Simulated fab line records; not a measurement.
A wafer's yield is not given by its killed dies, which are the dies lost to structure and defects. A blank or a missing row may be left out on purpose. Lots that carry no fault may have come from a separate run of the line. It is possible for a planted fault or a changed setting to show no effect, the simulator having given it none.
Matching of chambers | flow nandHarc | NHARC_A_CONTACT_ETCH_96 on rieDiel-07: 4 sister chambers
The step etches the open film in C4F6/O2, target depth 20 nm, time 10 s. 16 wafers are shown with their chamber, then 7 later ones without.

EACH WAFER AND ITS CHAMBER
wafer  | chamber | showerheadPlenumPTorr (Torr) | drypumpMotorCurrentA (A) | rfVppV (V)
L810.1 | 2       | 3.94                         | 5.3                      | 547.2
L810.3 | 0       | 3.76                         | 5.8                      | 544.2
L810.6 | 1       | 3.82                         | 5.4                      | 545.2
L812.4 | 0       | 3.76                         | 5.9                      | 543.4
L812.5 | 2       | 3.94                         | 5.3                      | 545.6
L812.6 | 1       | 3.82                         | 5.4                      | 545.2
L814.1 | 3       | 3.90                         | 5.4                      | 545.9
L814.4 | 2       | 3.93                         | 5.3                      | 547.7
L814.6 | 1       | 3.82                         | 5.4                      | 544.4
L816.2 | 0       | 3.75                         | 5.9                      | 544.2
L816.3 | 3       | 3.90                         | 5.3                      | 547.2
L816.4 | 2       | 3.93                         | 5.3                      | 548.0
L818.4 | 1       | 3.81                         | 5.4                      | 543.0
L818.6 | 2       | 3.93                         | 5.3                      | 546.8
L828.1 | 2       | 3.92                         | 5.3                      | 548.0
L828.2 | 1       | 3.80                         | 5.4                      | 544.3

SIGNATURES, as means of the wafers listed above
reading               | chamber 0 | chamber 1 | chamber 2 | chamber 3 | scatter within a chamber
showerheadPlenumPTorr | 3.7567    | 3.8140    | 3.9317    | 3.9000    | 0.00747
drypumpMotorCurrentA  | 5.867     | 5.400     | 5.300     | 5.350     | 0.0312
rfVppV                | 543.933   | 544.420   | 547.217   | 546.550   | 0.855
Rule: a wafer lies at a distance from a chamber equal to the root of the sum of squares, over the readings, of (its reading less the chamber's mean, divided by the reading's scatter). If the next closest chamber is less than 2 further off than the closest, the wafer can't be placed; otherwise it belongs to the closest. How the scatter is found: for the shown wafers, subtract from each reading the mean of its chamber, square and add these, divide the total by (wafers less chambers), then take the root.

WAFERS MISSING THEIR CHAMBER
wafer  | showerheadPlenumPTorr (Torr) | drypumpMotorCurrentA (A) | rfVppV (V)
L828.5 | 3.80                         | 5.4                      | 543.3
L829.1 | 3.92                         | 5.3                      | 546.8
L829.4 | 3.80                         | 5.4                      | 547.5
L829.5 | 3.80                         | 5.4                      | 545.0
L832.2 | 3.74                         | 5.9                      | 542.6
L832.4 | 3.80                         | 5.3                      | 545.9
L832.6 | 3.74                         | 5.9                      | 544.2

WHICH CHAMBER EACH ONE RAN IN
wafer  | from the rows above     | in truth
L828.5 | 1                       | 1
L829.1 | can't be placed: 2 or 3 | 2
L829.4 | 1                       | 1
L829.5 | 1                       | 1
L832.2 | 0                       | 0
L832.4 | 1                       | 1
L832.6 | 0                       | 0
6 of 7 placed correctly. Cannot be placed on the basis of these rows: 1; the candidates contain the true chamber in 1. Wrongly placed: 0.
